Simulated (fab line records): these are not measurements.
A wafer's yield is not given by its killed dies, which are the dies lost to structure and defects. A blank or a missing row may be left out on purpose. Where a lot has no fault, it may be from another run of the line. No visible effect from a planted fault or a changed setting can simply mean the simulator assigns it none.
Chamber matching -- flow nand-harc -- NHARC_P_BONDPAD_DESCUM_11 on rie-diel-06: 4 sister chambers
The step chemistry O2, time 3 s. 18 wafers are shown with their chamber, then 9 later ones without.

## WAFERS WITH THEIR CHAMBER
wafer,chamber,oes-product-au (a.u.),rf-vpp-V (V),throttle-valve-pct (%)
L599.1,0,0.998,56.7,11.329
L599.2,3,1.011,57.9,11.312
L599.6,1,1.018,57.1,11.311
L602.1,0,1.003,58.9,11.310
L602.5,3,1.011,58.8,11.303
L602.6,2,0.990,57.9,11.316
L604.1,2,1.003,59.3,11.310
L604.3,3,1.004,57.3,11.302
L604.4,1,0.998,57.2,11.300
L605.3,1,1.014,57.5,11.319
L605.5,3,1.010,58.2,11.317
L605.6,2,0.999,59.7,11.309
L606.2,3,0.994,58.9,11.306
L606.4,2,0.988,58.4,11.315
L606.5,3,1.001,59.3,11.307
L607.1,3,1.002,57.8,11.302
L607.2,1,1.010,57.8,11.299
L607.3,0,0.998,59.0,11.298

SIGNATURES (means of the wafers above)
reading,chamber 0,chamber 1,chamber 2,chamber 3,scatter within a chamber
oes-product-au,0.99967,1.01000,0.99500,1.00471,0.00675
rf-vpp-V,58.200,57.400,58.825,58.314,0.79
throttle-valve-pct,11.31233,11.30725,11.31250,11.30700,0.00841
Rule: a wafer's distance from a chamber is the root of the sum, over the readings, of the square of ((its reading less the chamber's mean) divided by the reading's scatter). If the next closest chamber is less than 2 further off than the closest, the wafer can't be placed; otherwise it belongs to the closest. The scatter: the root of (the sum of the squares of (reading less its chamber's mean) over the shown wafers, divided by (wafers less chambers)).

## WAFERS WITHOUT THEIR CHAMBER
wafer,oes-product-au (a.u.),rf-vpp-V (V),throttle-valve-pct (%)
L609.2,0.999,57.5,11.315
L609.4,0.999,58.9,11.294
L609.6,0.999,60.3,11.327
L608.1,0.999,57.4,11.304
L608.4,1.010,58.0,11.309
L608.6,0.997,57.1,11.321
L617.1,0.994,59.6,11.312
L617.3,1.003,57.3,11.314
L617.4,0.994,57.4,11.314

## CHAMBER TAKEN BY EACH
wafer,from the rows above,in truth
L609.2,can't be placed: 0 or 3 or 2 or 1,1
L609.4,can't be placed: 3 or 2 or 0 or 1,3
L609.6,can't be placed: 2 or 0 or 3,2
L608.1,can't be placed: 0 or 3 or 1 or 2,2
L608.4,can't be placed: 1 or 3 or 0 or 2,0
L608.6,can't be placed: 0 or 2 or 3 or 1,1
L617.1,can't be placed: 2 or 0 or 3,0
L617.3,can't be placed: 0 or 1 or 3 or 2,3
L617.4,can't be placed: 0 or 2 or 3 or 1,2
Correctly placed: 0 of 9. From these rows, 9 cannot be placed; in 9 the true chamber is one of the candidates. 0 placed wrongly.
